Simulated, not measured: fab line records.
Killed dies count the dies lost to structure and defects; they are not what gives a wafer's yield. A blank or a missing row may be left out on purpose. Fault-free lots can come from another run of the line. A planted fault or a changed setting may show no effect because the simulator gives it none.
Lot-split experiment / flow n5 finfet / 7 lots, 39 wafers read, on a route of 1938 steps

== THE SPLIT ==
At N5_MOL_CONTACT_COAG_ALD_131 (deposits SiO2, target thk 5 nm, pulse time 1 s, co reactant pulse time 1 s), the setting ald cycles was moved away from the recipe's 35 on 15 of the 39 wafers read, by -5.7% to +17.1%. This setting was run at the recipe's value on the other wafers.

The reading is taken at the split's own step.

== THE READING ==
SiO2_of_MOL_CONTACT_COAG_ALD_131.thk nm (the simulator's own value, which no gauge read), in nm, at N5_MOL_CONTACT_COAG_ALD_131 (deposits SiO2, target thk 5 nm, pulse time 1 s, co reactant pulse time 1 s). No usual value for it is given in the file.

wafer=L076.1; tool, chamber at the split=ald sin-04, 0,0,3; ald cycles as run=38; against the recipe=+8.6%; SiO2_of_MOL_CONTACT_COAG_ALD_131.thk nm, nm=5.4; against lot-mates on the recipe=+0.4
wafer=L076.4; tool, chamber at the split=ald sin-04, 0,0,3; ald cycles as run=38; against the recipe=+8.6%; SiO2_of_MOL_CONTACT_COAG_ALD_131.thk nm, nm=5.4; against lot-mates on the recipe=+0.4
wafer=L076.5; tool, chamber at the split=ald sin-04, 0,0,3; ald cycles as run=38; against the recipe=+8.6%; SiO2_of_MOL_CONTACT_COAG_ALD_131.thk nm, nm=5.4; against lot-mates on the recipe=+0.4
wafer=L076.2; tool, chamber at the split=ald sin-04, 3,3,0; ald cycles as run=35; against the recipe=recipe; SiO2_of_MOL_CONTACT_COAG_ALD_131.thk nm, nm=5; against lot-mates on the recipe=-
wafer=L076.3; tool, chamber at the split=ald sin-04, 3,3,0; ald cycles as run=35; against the recipe=recipe; SiO2_of_MOL_CONTACT_COAG_ALD_131.thk nm, nm=5; against lot-mates on the recipe=-
wafer=L076.6; tool, chamber at the split=ald sin-04, 3,3,0; ald cycles as run=35; against the recipe=recipe; SiO2_of_MOL_CONTACT_COAG_ALD_131.thk nm, nm=5; against lot-mates on the recipe=-
wafer=L080.1; tool, chamber at the split=ald sin-02, 2,0,1; ald cycles as run=35; against the recipe=recipe; SiO2_of_MOL_CONTACT_COAG_ALD_131.thk nm, nm=5; against lot-mates on the recipe=-
wafer=L080.4; tool, chamber at the split=ald sin-02, 2,0,1; ald cycles as run=35; against the recipe=recipe; SiO2_of_MOL_CONTACT_COAG_ALD_131.thk nm, nm=5; against lot-mates on the recipe=-
wafer=L080.5; tool, chamber at the split=ald sin-02, 2,0,1; ald cycles as run=35; against the recipe=recipe; SiO2_of_MOL_CONTACT_COAG_ALD_131.thk nm, nm=5; against lot-mates on the recipe=-
wafer=L080.2; tool, chamber at the split=ald sin-02, 3,0; ald cycles as run=33; against the recipe=-5.7%; SiO2_of_MOL_CONTACT_COAG_ALD_131.thk nm, nm=4.8; against lot-mates on the recipe=-0.2
wafer=L080.6; tool, chamber at the split=ald sin-02, 3,0; ald cycles as run=33; against the recipe=-5.7%; SiO2_of_MOL_CONTACT_COAG_ALD_131.thk nm, nm=4.8; against lot-mates on the recipe=-0.2
wafer=L080.3; tool, chamber at the split=ald sin-02, 1; ald cycles as run=33; against the recipe=-5.7%; SiO2_of_MOL_CONTACT_COAG_ALD_131.thk nm, nm=4.6; against lot-mates on the recipe=-0.4
wafer=L081.1; tool, chamber at the split=ald sin-02, 1,0,2; ald cycles as run=35; against the recipe=recipe; SiO2_of_MOL_CONTACT_COAG_ALD_131.thk nm, nm=5; against lot-mates on the recipe=-
wafer=L081.2; tool, chamber at the split=ald sin-02, 1,0,2; ald cycles as run=35; against the recipe=recipe; SiO2_of_MOL_CONTACT_COAG_ALD_131.thk nm, nm=5; against lot-mates on the recipe=-
wafer=L081.3; tool, chamber at the split=ald sin-02, 1,0,2; ald cycles as run=35; against the recipe=recipe; SiO2_of_MOL_CONTACT_COAG_ALD_131.thk nm, nm=5; against lot-mates on the recipe=-
wafer=L081.4; tool, chamber at the split=ald sin-02, 3,1,0; ald cycles as run=37; against the recipe=+5.7%; SiO2_of_MOL_CONTACT_COAG_ALD_131.thk nm, nm=5.2; against lot-mates on the recipe=+0.2
wafer=L081.5; tool, chamber at the split=ald sin-02, 3,1,0; ald cycles as run=37; against the recipe=+5.7%; SiO2_of_MOL_CONTACT_COAG_ALD_131.thk nm, nm=5.2; against lot-mates on the recipe=+0.2
wafer=L081.6; tool, chamber at the split=ald sin-02, 3,1,0; ald cycles as run=37; against the recipe=+5.7%; SiO2_of_MOL_CONTACT_COAG_ALD_131.thk nm, nm=5.2; against lot-mates on the recipe=+0.2
wafer=L082.1; tool, chamber at the split=ald sin-02, 2,0,1; ald cycles as run=41; against the recipe=+17.1%; SiO2_of_MOL_CONTACT_COAG_ALD_131.thk nm, nm=5.8; against lot-mates on the recipe=+0.8
wafer=L082.2; tool, chamber at the split=ald sin-02, 2,0,1; ald cycles as run=41; against the recipe=+17.1%; SiO2_of_MOL_CONTACT_COAG_ALD_131.thk nm, nm=5.8; against lot-mates on the recipe=+0.8
wafer=L082.5; tool, chamber at the split=ald sin-02, 2,0,1; ald cycles as run=41; against the recipe=+17.1%; SiO2_of_MOL_CONTACT_COAG_ALD_131.thk nm, nm=5.8; against lot-mates on the recipe=+0.8
wafer=L082.3; tool, chamber at the split=ald sin-02, 1,0,2; ald cycles as run=35; against the recipe=recipe; SiO2_of_MOL_CONTACT_COAG_ALD_131.thk nm, nm=5; against lot-mates on the recipe=-
wafer=L082.4; tool, chamber at the split=ald sin-02, 1,0,2; ald cycles as run=35; against the recipe=recipe; SiO2_of_MOL_CONTACT_COAG_ALD_131.thk nm, nm=5; against lot-mates on the recipe=-
wafer=L082.6; tool, chamber at the split=ald sin-02, 1,0,2; ald cycles as run=35; against the recipe=recipe; SiO2_of_MOL_CONTACT_COAG_ALD_131.thk nm, nm=5; against lot-mates on the recipe=-
wafer=L089.1; tool, chamber at the split=ald sin-04, 0,3; ald cycles as run=40; against the recipe=+14.3%; SiO2_of_MOL_CONTACT_COAG_ALD_131.thk nm, nm=5.8; against lot-mates on the recipe=+0.8
wafer=L089.3; tool, chamber at the split=ald sin-04, 0,3; ald cycles as run=40; against the recipe=+14.3%; SiO2_of_MOL_CONTACT_COAG_ALD_131.thk nm, nm=5.8; against lot-mates on the recipe=+0.8
wafer=L089.2; tool, chamber at the split=ald sin-04, 2; ald cycles as run=40; against the recipe=+14.3%; SiO2_of_MOL_CONTACT_COAG_ALD_131.thk nm, nm=5.6; against lot-mates on the recipe=+0.6
wafer=L089.4; tool, chamber at the split=ald sin-04, 1,1,2; ald cycles as run=35; against the recipe=recipe; SiO2_of_MOL_CONTACT_COAG_ALD_131.thk nm, nm=5; against lot-mates on the recipe=-
wafer=L089.5; tool, chamber at the split=ald sin-04, 1,1,2; ald cycles as run=35; against the recipe=recipe; SiO2_of_MOL_CONTACT_COAG_ALD_131.thk nm, nm=5; against lot-mates on the recipe=-
wafer=L089.6; tool, chamber at the split=ald sin-04, 1,1,2; ald cycles as run=35; against the recipe=recipe; SiO2_of_MOL_CONTACT_COAG_ALD_131.thk nm, nm=5; against lot-mates on the recipe=-
wafer=L093.1; tool, chamber at the split=ald sin-01, 3,0,2,1,1,0; ald cycles as run=35; against the recipe=recipe; SiO2_of_MOL_CONTACT_COAG_ALD_131.thk nm, nm=5; against lot-mates on the recipe=-
wafer=L093.2; tool, chamber at the split=ald sin-01, 3,0,2,1,1,0; ald cycles as run=35; against the recipe=recipe; SiO2_of_MOL_CONTACT_COAG_ALD_131.thk nm, nm=5; against lot-mates on the recipe=-
wafer=L093.3; tool, chamber at the split=ald sin-01, 3,0,2,1,1,0; ald cycles as run=35; against the recipe=recipe; SiO2_of_MOL_CONTACT_COAG_ALD_131.thk nm, nm=5; against lot-mates on the recipe=-
wafer=L093.4; tool, chamber at the split=ald sin-01, 3,0,2,1,1,0; ald cycles as run=35; against the recipe=recipe; SiO2_of_MOL_CONTACT_COAG_ALD_131.thk nm, nm=5; against lot-mates on the recipe=-
wafer=L093.5; tool, chamber at the split=ald sin-01, 3,0,2,1,1,0; ald cycles as run=35; against the recipe=recipe; SiO2_of_MOL_CONTACT_COAG_ALD_131.thk nm, nm=5; against lot-mates on the recipe=-
wafer=L093.6; tool, chamber at the split=ald sin-01, 3,0,2,1,1,0; ald cycles as run=35; against the recipe=recipe; SiO2_of_MOL_CONTACT_COAG_ALD_131.thk nm, nm=5; against lot-mates on the recipe=-
wafer=L097.3; tool, chamber at the split=ald sin-04, 1,0,1; ald cycles as run=35; against the recipe=recipe; SiO2_of_MOL_CONTACT_COAG_ALD_131.thk nm, nm=5; against lot-mates on the recipe=-
wafer=L097.5; tool, chamber at the split=ald sin-04, 1,0,1; ald cycles as run=35; against the recipe=recipe; SiO2_of_MOL_CONTACT_COAG_ALD_131.thk nm, nm=5; against lot-mates on the recipe=-
wafer=L097.6; tool, chamber at the split=ald sin-04, 1,0,1; ald cycles as run=35; against the recipe=recipe; SiO2_of_MOL_CONTACT_COAG_ALD_131.thk nm, nm=5; against lot-mates on the recipe=-
When a row names more than one chamber, that row covers several wafers, and the file does not tell which wafer ran in which chamber.

FIT RESULTS
A straight line over all 39 wafers: SiO2_of_MOL_CONTACT_COAG_ALD_131.thk nm changes by +0.0478 nm for each +1% of ald cycles; r = +0.99; the points scatter about the line by 0.046 nm.
The same after taking each lot's own level away (the mean of its wafers on the recipe; 39 wafers): +0.0478 nm for each +1%; r = +0.99; scatter 0.046 nm.
According to that fit, moving ald cycles by its largest amount changes the reading by 0.82 nm.
The lots' own levels span 5.00 to 5.00 nm.
Consequently the slope shifts little with the lot-to-lot level, the two slopes agreeing.
Check: with one of the wafers moved furthest among these (+17.1%) left out of the fit, the line predicts +0.818 nm for it against its lot-mates. It came out at +0.8 nm against them.

== FURTHER SPLITS ON THESE WAFERS ==
These wafers also went through other splits before the reading. Each is held against what the fit with the lots' levels taken away leaves over:
other split on the same wafers=N5_DUMMY_GATE_ETCH_32 time s; wafers away from the commonest value=12; r with SiO2_of_MOL_CONTACT_COAG_ALD_131.thk nm (lot level and that fit taken away)=+0.12
other split on the same wafers=N5_DUMMY_GATE_ETCH_44 target depth a; wafers away from the commonest value=15; r with SiO2_of_MOL_CONTACT_COAG_ALD_131.thk nm (lot level and that fit taken away)=-0.08
other split on the same wafers=N5_SD_EPI_P_EPI_21 pressure torr; wafers away from the commonest value=30; r with SiO2_of_MOL_CONTACT_COAG_ALD_131.thk nm (lot level and that fit taken away)=-0.13
other split on the same wafers=N5_GATE_CUT_ETCH_58 source w; wafers away from the commonest value=15; r with SiO2_of_MOL_CONTACT_COAG_ALD_131.thk nm (lot level and that fit taken away)=+0.04

== THE FILE'S OWN FIT ==
SiO2_of_MOL_CONTACT_COAG_ALD_131.thk nm changes by +0.0476 nm for each +1% of ald cycles, r = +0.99.
